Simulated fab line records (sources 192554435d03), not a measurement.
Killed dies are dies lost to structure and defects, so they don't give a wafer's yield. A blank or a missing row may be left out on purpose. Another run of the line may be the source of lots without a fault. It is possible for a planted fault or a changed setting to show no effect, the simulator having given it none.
Chamber matching || flow n5_finfet || 3 sister chambers for N5_BEOL_M8_CURE_75 on uv_cure-03
The step cures SiCOH lowk, time 120 s. 3 wafers are shown with their chamber, then 11 later ones without.

## WAFERS WITH THEIR CHAMBER
{"wafer": "L080.6", "chamber": 2, "wafer_temp_C_max": 371.5}
{"wafer": "L083.6", "chamber": 0, "wafer_temp_C_max": 371.5}
{"wafer": "L089.1", "chamber": 1, "wafer_temp_C_max": 372.5}

## WAFERS WITH NO CHAMBER GIVEN
{"wafer": "L089.2", "wafer_temp_C_max": 371.8}
{"wafer": "L089.4", "wafer_temp_C_max": 371.6}
{"wafer": "L093.1", "wafer_temp_C_max": 371.5}
{"wafer": "L093.4", "wafer_temp_C_max": 371.6}
{"wafer": "L093.6", "wafer_temp_C_max": 371.1}
{"wafer": "L094.1", "wafer_temp_C_max": 371.5}
{"wafer": "L094.2", "wafer_temp_C_max": 371.2}
{"wafer": "L094.3", "wafer_temp_C_max": 371.2}
{"wafer": "L096.1", "wafer_temp_C_max": 371.6}
{"wafer": "L096.3", "wafer_temp_C_max": 371.4}
{"wafer": "L096.4", "wafer_temp_C_max": 371.1}

## WHICH CHAMBER EACH ONE RAN IN
{"wafer": "L089.2", "from the rows above": "can't be placed: 0 or 2 or 1", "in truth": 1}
{"wafer": "L089.4", "from the rows above": "can't be placed: 0 or 2", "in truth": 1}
{"wafer": "L093.1", "from the rows above": "can't be placed: 0 or 2", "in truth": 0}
{"wafer": "L093.4", "from the rows above": "can't be placed: 0 or 2", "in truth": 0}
{"wafer": "L093.6", "from the rows above": "can't be placed: 0 or 2", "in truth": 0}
{"wafer": "L094.1", "from the rows above": "can't be placed: 0 or 2", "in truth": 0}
{"wafer": "L094.2", "from the rows above": "can't be placed: 0 or 2", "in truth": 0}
{"wafer": "L094.3", "from the rows above": "can't be placed: 0 or 2", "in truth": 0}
{"wafer": "L096.1", "from the rows above": "can't be placed: 0 or 2", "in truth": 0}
{"wafer": "L096.3", "from the rows above": "can't be placed: 0 or 2", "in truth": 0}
{"wafer": "L096.4", "from the rows above": "can't be placed: 0 or 2", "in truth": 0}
Correct placement for 0 of the 11. Not placeable from these rows: 11 (in 10, the candidates include the true chamber). Number placed wrongly: 0.
How it was worked out, from the rows above alone: a wafer's distance from a chamber is the root of the sum, over the readings, of the square of ((its reading less the chamber's mean) divided by the reading's scatter). The wafer belongs to the nearest chamber; if the next one is less than 2 further off, it can't be placed. The mean given for a chamber averages the wafers shown for that chamber. The scatter: root of mean squared gap, hidden wafer to nearest shown wafer, with one shown wafer a chamber.
